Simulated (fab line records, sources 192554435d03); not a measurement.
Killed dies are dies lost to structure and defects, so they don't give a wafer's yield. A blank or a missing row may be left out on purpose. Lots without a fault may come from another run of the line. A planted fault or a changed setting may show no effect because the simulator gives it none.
Which tool did it? | flow n5_finfet | 11 lots, 33 wafers sampled, at 2 steps of a route of 1938

WHAT THE GAUGES READ, wafer by wafer
N5_GATE_CUT_INSPECT_26: inspects for defects (darkfield).
lot  | measured     | on                | raw_defect_count
L075 | day 4 21:22  | defect_inspect-01 | 53 27 50
L078 | day 5 13:45  | defect_inspect-02 | 60 89 49
L080 | day 6 07:58  | defect_inspect-01 | 29 32 38
L082 | day 6 19:07  | defect_inspect-02 | 46 48 35
L084 | day 7 08:11  | defect_inspect-02 | 45 29 64
L086 | day 7 20:10  | defect_inspect-02 | 17 30 12
L088 | day 8 02:04  | defect_inspect-01 | 29 43 26
L090 | day 8 19:52  | defect_inspect-02 | 42 36 45
L092 | day 9 02:29  | defect_inspect-02 | 22 23 19
L094 | day 9 16:30  | defect_inspect-01 | 18 44 51
L096 | day 10 03:32 | defect_inspect-01 | 27 39 19

WHICH TOOL RAN EACH LOT (tool, then ch and the chambers of the sampled wafers, then the start)
lot  | N5_GATE_CUT_VAPOR_ETCH_51
L075 | rie_metal-02 ch 0,1, day 4 18:38
L078 | rie_metal-02 ch 0,1, day 5 11:01
L080 | rie_metal-02 ch 0,1, day 6 05:15
L082 | rie_metal-03 ch 0,1, day 6 16:22
L084 | rie_metal-01 ch 0,1, day 7 05:22
L086 | rie_metal-01 ch 0,1, day 7 16:14
L088 | rie_metal-03 ch 0, day 7 23:18
L090 | rie_metal-03 ch 0,1, day 8 15:55
L092 | rie_metal-01 ch 0,1, day 8 23:46
L094 | rie_metal-03 ch 0,1, day 9 13:46
L096 | rie_metal-03 ch 0,1, day 10 00:40
- N5_GATE_CUT_VAPOR_ETCH_51: etches HfO2 in BCl3/Cl2.

THE ANSWER, worked out from the rows above alone
Rule: what is usual is taken from the lots themselves. Put in order of their means at a reading, lots are off if they are a third of the lots or fewer, leave a main group of 4 or more, and stand apart from it by a gap of 3 or more times the standard deviation of the main group's means; of several such gaps the widest counts. A main group whose means are all the same, to the digits that the tables above print for the reading, isn't used. A lot without any number at a reading at which 4 lots or more have one is off too. The other lots that the step has rows for count as sound.
No lot is off at any reading shown: from this, nothing can be told.

WHAT THE SIMULATOR HAD PUT IN
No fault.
